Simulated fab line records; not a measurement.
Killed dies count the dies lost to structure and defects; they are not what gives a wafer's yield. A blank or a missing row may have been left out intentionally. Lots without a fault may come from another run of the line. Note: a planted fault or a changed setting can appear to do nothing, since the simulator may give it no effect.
Chamber matching / flow nand_harc / 3 sister chambers for NHARC_P_M0_PRE_CLEAN_31 on pecvd-03
The step time 12 s. 22 wafers are shown with their chamber, then 11 later ones without.

== WAFERS PAIRED WITH THEIR CHAMBERS ==
wafer=L077.2; chamber=1; heater_power_w (W)=545
wafer=L077.5; chamber=2; heater_power_w (W)=746
wafer=L077.6; chamber=1; heater_power_w (W)=534
wafer=L078.1; chamber=1; heater_power_w (W)=656
wafer=L078.2; chamber=2; heater_power_w (W)=677
wafer=L078.3; chamber=0; heater_power_w (W)=654
wafer=L078.4; chamber=0; heater_power_w (W)=658
wafer=L078.5; chamber=1; heater_power_w (W)=647
wafer=L078.6; chamber=2; heater_power_w (W)=684
wafer=L081.1; chamber=2; heater_power_w (W)=722
wafer=L081.2; chamber=1; heater_power_w (W)=627
wafer=L081.5; chamber=0; heater_power_w (W)=696
wafer=L083.3; chamber=2; heater_power_w (W)=751
wafer=L083.4; chamber=1; heater_power_w (W)=586
wafer=L083.5; chamber=0; heater_power_w (W)=729
wafer=L088.1; chamber=0; heater_power_w (W)=724
wafer=L088.2; chamber=1; heater_power_w (W)=710
wafer=L088.3; chamber=2; heater_power_w (W)=729
wafer=L089.1; chamber=0; heater_power_w (W)=653
wafer=L089.4; chamber=0; heater_power_w (W)=662
wafer=L089.6; chamber=1; heater_power_w (W)=665
wafer=L092.1; chamber=2; heater_power_w (W)=750

SIGNATURES (averages over the wafers above)
reading=heater_power_w; chamber 0=682.29; chamber 1=621.25; chamber 2=722.71; scatter within a chamber=45.2
Rule: for each reading, subtract the chamber's mean from the wafer's reading, divide by that reading's scatter and square the result; add these up over the readings and take the root, which gives the wafer's distance from the chamber. The wafer belongs to the nearest chamber; if the next one is less than 2 further off, it can't be placed. The scatter: take each reading less its chamber's mean, square it, sum over the shown wafers, divide by the number of wafers less the number of chambers, and take the root.

== WAFERS WHOSE CHAMBER IS MISSING ==
wafer=L092.3; heater_power_w (W)=677
wafer=L092.6; heater_power_w (W)=761
wafer=L093.3; heater_power_w (W)=703
wafer=L093.4; heater_power_w (W)=686
wafer=L093.5; heater_power_w (W)=693
wafer=L096.3; heater_power_w (W)=688
wafer=L096.4; heater_power_w (W)=647
wafer=L096.6; heater_power_w (W)=709
wafer=L097.1; heater_power_w (W)=613
wafer=L097.4; heater_power_w (W)=715
wafer=L097.5; heater_power_w (W)=632

== WHICH CHAMBER EACH WENT THROUGH ==
wafer=L092.3; from the rows above=can't be placed: 0 or 2 or 1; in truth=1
wafer=L092.6; from the rows above=can't be placed: 2 or 0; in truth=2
wafer=L093.3; from the rows above=can't be placed: 2 or 0 or 1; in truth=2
wafer=L093.4; from the rows above=can't be placed: 0 or 2 or 1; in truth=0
wafer=L093.5; from the rows above=can't be placed: 0 or 2 or 1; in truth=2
wafer=L096.3; from the rows above=can't be placed: 0 or 2 or 1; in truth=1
wafer=L096.4; from the rows above=can't be placed: 1 or 0 or 2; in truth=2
wafer=L096.6; from the rows above=can't be placed: 2 or 0 or 1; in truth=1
wafer=L097.1; from the rows above=can't be placed: 1 or 0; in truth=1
wafer=L097.4; from the rows above=can't be placed: 2 or 0 or 1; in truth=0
wafer=L097.5; from the rows above=can't be placed: 1 or 0 or 2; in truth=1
Correct placement for 0 of the 11. From these rows, 11 cannot be placed; in 11 the true chamber is one of the candidates. Number placed wrongly: 0.
